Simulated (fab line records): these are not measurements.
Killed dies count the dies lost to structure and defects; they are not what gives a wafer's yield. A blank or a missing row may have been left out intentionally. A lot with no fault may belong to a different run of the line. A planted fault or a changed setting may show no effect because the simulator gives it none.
Chamber matching || flow n5Finfet || N5_BEOL_M2_ETCH_70 on rieDiel-01 has 4 sister chambers
The step etches SOC in N2/H2, target depth 80 nm, overetch 24 nm, time 130 s. 4 wafers are shown with their chamber, then 11 later ones without.

## WAFERS, EACH WITH ITS CHAMBER
{"wafer": "L085.2", "chamber": 3, "showerheadPlenumPTorr (Torr)": 2.52}
{"wafer": "L085.3", "chamber": 2, "showerheadPlenumPTorr (Torr)": 2.53}
{"wafer": "L085.6", "chamber": 0, "showerheadPlenumPTorr (Torr)": 2.70}
{"wafer": "L088.1", "chamber": 1, "showerheadPlenumPTorr (Torr)": 2.48}

## WAFERS WHOSE CHAMBER IS MISSING
{"wafer": "L088.5", "showerheadPlenumPTorr (Torr)": 2.52}
{"wafer": "L088.6", "showerheadPlenumPTorr (Torr)": 2.53}
{"wafer": "L091.3", "showerheadPlenumPTorr (Torr)": 2.51}
{"wafer": "L091.4", "showerheadPlenumPTorr (Torr)": 2.70}
{"wafer": "L091.6", "showerheadPlenumPTorr (Torr)": 2.70}
{"wafer": "L093.1", "showerheadPlenumPTorr (Torr)": 2.48}
{"wafer": "L093.2", "showerheadPlenumPTorr (Torr)": 2.52}
{"wafer": "L093.3", "showerheadPlenumPTorr (Torr)": 2.69}
{"wafer": "L093.4", "showerheadPlenumPTorr (Torr)": 2.51}
{"wafer": "L093.5", "showerheadPlenumPTorr (Torr)": 2.48}
{"wafer": "L093.6", "showerheadPlenumPTorr (Torr)": 2.52}

## EACH ONE'S CHAMBER
{"wafer": "L088.5", "from the rows above": "can't be placed: 3 or 2", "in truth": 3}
{"wafer": "L088.6", "from the rows above": "can't be placed: 2 or 3", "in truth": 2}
{"wafer": "L091.3", "from the rows above": "can't be placed: 3 or 2", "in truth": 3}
{"wafer": "L091.4", "from the rows above": 0, "in truth": 0}
{"wafer": "L091.6", "from the rows above": 0, "in truth": 0}
{"wafer": "L093.1", "from the rows above": 1, "in truth": 1}
{"wafer": "L093.2", "from the rows above": "can't be placed: 3 or 2", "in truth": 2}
{"wafer": "L093.3", "from the rows above": 0, "in truth": 0}
{"wafer": "L093.4", "from the rows above": "can't be placed: 3 or 2", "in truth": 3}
{"wafer": "L093.5", "from the rows above": 1, "in truth": 1}
{"wafer": "L093.6", "from the rows above": "can't be placed: 3 or 2", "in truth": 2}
Correct placement for 5 of the 11. Cannot be placed on the basis of these rows: 6; the candidates contain the true chamber in 6. Wrongly placed: 0.
How it was worked out, from the rows above alone: a wafer's distance from a chamber is the root of the sum, over the readings, of the square of ((its reading less the chamber's mean) divided by the reading's scatter). If the next closest chamber is less than 2 further off than the closest, the wafer can't be placed; otherwise it belongs to the closest. The mean given for a chamber averages the wafers shown for that chamber. The scatter: with one shown wafer a chamber, the root of the mean of the squares of how far each hidden wafer lies from its nearest shown one.
